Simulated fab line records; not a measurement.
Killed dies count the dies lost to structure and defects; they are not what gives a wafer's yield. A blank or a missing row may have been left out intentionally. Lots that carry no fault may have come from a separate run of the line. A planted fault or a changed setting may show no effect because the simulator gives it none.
Which of the tools did it? | flow nand-harc | 72 wafers from 24 lots sampled at 2 of the route's 1159 steps

== WHAT THE GAUGES SHOWED, per wafer ==
NHARC_A_ZERO_WELL_CD_MEAS_10: the cd target is 2000 nm.
lot  | measured     | on        | cd-nm (nm)
L074 | day 6 16:12  | cd-sem-02 | 1999.7 2001.6 1999.2
L076 | day 6 18:47  | cd-sem-02 | 2001.2 2001.2 1999.0
L075 | day 6 23:41  | cd-sem-01 | 2001.3 2004.6 2004.2
L078 | day 7 12:38  | cd-sem-03 | 2001.1 2002.2 2001.3
L077 | day 7 15:18  | cd-sem-02 | 1999.6 2000.2 1997.8
L079 | day 7 22:34  | cd-sem-02 | 2000.2 2002.0 1999.0
L080 | day 7 23:25  | cd-sem-03 | 2004.1 2003.3 2002.4
L081 | day 8 08:48  | cd-sem-01 | 2004.5 2002.9 2004.5
L082 | day 8 09:59  | cd-sem-02 | 2000.3 2002.2 2000.2
L084 | day 8 22:47  | cd-sem-02 | 2000.4 2001.3 2002.4
L083 | day 8 23:26  | cd-sem-02 | 2002.2 2003.3 2001.3
L085 | day 9 05:59  | cd-sem-02 | 1998.4 1999.0 1999.9
L086 | day 9 18:03  | cd-sem-03 | 1998.9 1999.2 1999.3
L087 | day 9 19:03  | cd-sem-03 | 2000.7 1997.1 1998.9
L088 | day 10 12:36 | cd-sem-03 | 2003.7 2000.9 2002.5
L089 | day 10 13:07 | cd-sem-01 | 2000.9 2002.9 2001.6
L090 | day 10 14:55 | cd-sem-01 | 2003.6 2002.5 2003.3
L091 | day 10 21:37 | cd-sem-02 | 1999.9 2001.9 2001.3
L092 | day 11 04:13 | cd-sem-01 | 2000.8 2001.4 1999.2
L093 | day 11 13:18 | cd-sem-03 | 2000.4 1999.1 2000.0
L094 | day 11 14:11 | cd-sem-01 | 2002.6 2001.1 2002.3
L095 | day 11 19:31 | cd-sem-02 | 2004.1 2000.2 2003.0
L097 | day 11 23:20 | cd-sem-01 | 2005.3 2001.0 2005.8
L096 | day 11 23:47 | cd-sem-03 | 2002.5 2000.8 2004.6

NHARC_A_ONON_D1_THK_MEAS_11: measures by ellipsometry.
lot  | measured     | on            | thk-nm (nm)
L074 | day 7 17:59  | film-metro-01 | 1008 1007 1007
L076 | day 7 18:00  | film-metro-02 | 991 990 990
L075 | day 8 00:50  | film-metro-01 | 1004 1004 1005
L078 | day 8 13:31  | film-metro-02 | 973 973 971
L077 | day 8 13:32  | film-metro-01 | 990 990 991
L079 | day 8 23:49  | film-metro-01 | 1011 1009 1009
L080 | day 8 23:39  | film-metro-02 | 1018 1015 1015
L081 | day 9 09:14  | film-metro-01 | 993 992 991
L082 | day 9 09:14  | film-metro-02 | 997 995 996
L084 | day 9 23:04  | film-metro-02 | 997 999 998
L083 | day 9 23:05  | film-metro-01 | 990 988 991
L085 | day 10 10:16 | film-metro-02 | 991 989 989
L086 | day 10 18:14 | film-metro-01 | 993 993 995
L087 | day 10 18:13 | film-metro-02 | 1001 1000 1001
L088 | day 11 14:20 | film-metro-02 | 996 995 997
L089 | day 11 14:20 | film-metro-02 | 1013 1012 1011
L090 | day 11 14:20 | film-metro-01 | 1008 1007 1008
L091 | day 12 00:10 | film-metro-01 | 995 993 994
L092 | day 12 04:32 | film-metro-02 | 985 986 986
L093 | day 12 15:55 | film-metro-02 | 996 995 997
L094 | day 12 15:56 | film-metro-01 | 1012 1011 1009
L095 | day 12 20:03 | film-metro-01 | 997 997 997
L097 | day 12 23:30 | film-metro-02 | 992 992 992
L096 | day 12 23:29 | film-metro-01 | 1008 1012 1009

== WHICH TOOL RAN EACH LOT (tool, then ch and the chambers of the sampled wafers, then the start) ==
The record shows no process step preceding these readings.

== WHAT THE TOOLS THEMSELVES READ (means of the sampled wafers that have a number; where no wafer has one, the mark that the record gives instead) ==
The record holds no such reading with a usual standard deviation.

== THE ANSWER, worked out from the rows above alone ==
Rule: the usual values come from the lots themselves. The widest of any qualifying gaps counts: lots, ordered by their means at a reading, are off when they make up no more than a third of the lots, leave a main group of 4 or more, and stand apart from it by 3 or more times the standard deviation of that group's means. The tables above print the reading to a certain number of digits; a main group whose means all agree to those digits is not used. A lot without any number at a reading at which 4 lots or more have one is off too. The other lots that the step has rows for count as sound. The gauges are gone through in route order, then the tools' own readings, and for those a lot's mean is taken as printed above. The first step at which some lot is off is used, and at that step the reading that is off furthest; a lot without a number counts as furthest.
Across all readings shown, no lot is off: no conclusion can be drawn from this.

== WHAT THE SIMULATOR HAD PUT IN ==
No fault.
